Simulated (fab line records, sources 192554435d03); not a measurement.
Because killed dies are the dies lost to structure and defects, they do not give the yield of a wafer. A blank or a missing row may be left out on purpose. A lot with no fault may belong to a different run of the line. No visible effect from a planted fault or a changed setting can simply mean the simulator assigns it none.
Split-lot trial	flow n5 finfet	21 wafers read across 7 lots, on a route 1938 steps long

## THE SPLIT ITSELF
At N5_FIN_CUT_COAT_02 (resist thk 30 nm), the setting spin rpm was moved away from the recipe's 1500 rpm on 7 of the 21 wafers read, by -10.3% to +8.7%. This setting was run at the recipe's value on the other wafers.

## FROM THE SPLIT TO THE READING: what the file shows between them, 2 steps
- N5_FIN_CUT_EXPOSE_05: exposes mask FIN CUT (also split here: dose mj)
- N5_FIN_CUT_PEB_06: peb time 60 s

## THE READING
CAR-EUV_of_FIN_CUT_COAT_02.thk nm (the simulator's own value, which no gauge read), in nm, at N5_FIN_CUT_DEVELOP_07 (develop time 30 s). The file does not state a usual value for it. Across the 14 wafers here that went through the recipe, the average is 29.6 nm and the standard deviation 0.12 nm.

wafer	tool, chamber at the split	spin rpm as run, rpm	against the recipe	CAR-EUV_of_FIN_CUT_COAT_02.thk nm, nm	against lot-mates on the recipe
L076.1	litho track-01, 0	1631	+8.7%	28.4	-1.3
L076.4	litho track-01, 0	1500	recipe	29.6	-
L076.5	litho track-01, 0	1500	recipe	29.8	-
L080.1	litho track-01, 0	1556	+3.7%	29	no lot-mate on the recipe
L080.2	litho track-01, 0	1556	+3.7%	29	no lot-mate on the recipe
L080.4	litho track-01, 0	1556	+3.7%	29	no lot-mate on the recipe
L081.3	litho track-01, 0	1500	recipe	29.4	-
L081.4	litho track-01, 0	1500	recipe	29.4	-
L081.5	litho track-01, 0	1592	+6.1%	28.6	-0.8
L090.4	litho track-03, 0	1500	recipe	29.6	-
L090.5	litho track-03, 0	1500	recipe	29.8	-
L090.6	litho track-03, 0	1500	recipe	29.8	-
L091.2	litho track-05, 0	1500	recipe	29.6	-
L091.3	litho track-05, 0	1500	recipe	29.6	-
L091.6	litho track-05, 0	1500	recipe	29.6	-
L092.2	litho track-03, 0	1500	recipe	29.6	-
L092.4	litho track-03, 0	1500	recipe	29.6	-
L092.5	litho track-03, 0	1500	recipe	29.6	-
L097.2	litho track-03, 0	1345	-10.3%	31.2	+1.6
L097.3	litho track-03, 0	1345	-10.3%	31.2	+1.6
L097.4	litho track-03, 0	1500	recipe	29.6	-

THE FIT
A straight line over all 21 wafers: CAR-EUV_of_FIN_CUT_COAT_02.thk nm changes by -0.153 nm for each +1% of spin rpm; r = -0.99; the points scatter about the line by 0.11 nm.
The same after taking each lot's own level away (the mean of its wafers on the recipe; 18 wafers): -0.15 nm for each +1%; r = -1.00; scatter 0.063 nm.
Per that fit: largest spin rpm move, reading shift of 1.6 nm.
The span of the lots' own levels, 29.40 to 29.73 nm, comes to 2.8 times the standard deviation stated above.
So the lot-to-lot level changes the slope little: the two slopes agree.
Check: for one of the wafers moved furthest among these (-10.3%), held out of the fit, the line's prediction against its lot-mates is +1.55 nm. Against them it came out at +1.6 nm.

## ADDITIONAL SPLITS CARRIED BY THESE WAFERS
These wafers also went through other splits before the reading. Each is held against what the fit with the lots' levels taken away leaves over:
other split on the same wafers	wafers away from the commonest value	r with CAR-EUV_of_FIN_CUT_COAT_02.thk nm (lot level and that fit taken away)
N5_WELL_APT_COAT_02 spin rpm	8	-0.05
N5_WELL_APT_EXPOSE_05 dose mj	6	-0.16
N5_PMOS_HMC_CHANNEL_EPI_PEB_07 peb time s	6	-0.02
N5_PMOS_HMC_CHANNEL_EPI_ETCH_32 bias w	6	-0.08
N5_FIN_SAQP_ETCH_52 source w	10	-0.03
N5_FIN_CUT_EXPOSE_05 dose mj	7	-0.22

## THE WHOLE CHAIN: every reading that the file lists as answering this split, in the file's order
step	what it does	reading	change (the file's fit)	r (the file's)
N5_FIN_CUT_COAT_02	resist thk 30 nm	CAR-EUV_of_FIN_CUT_COAT_02.thk nm (the simulator's own value, which no gauge read)	-0.157 nm for each +1% of the setting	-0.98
N5_FIN_CUT_DEVELOP_07	develop time 30 s	CAR-EUV_of_FIN_CUT_COAT_02.thk nm (the simulator's own value, which no gauge read)	-0.149 nm for each +1% of the setting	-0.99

## FILE'S OWN FIT
CAR-EUV_of_FIN_CUT_COAT_02.thk nm changes by -0.149 nm for each +1% of spin rpm, r = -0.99.
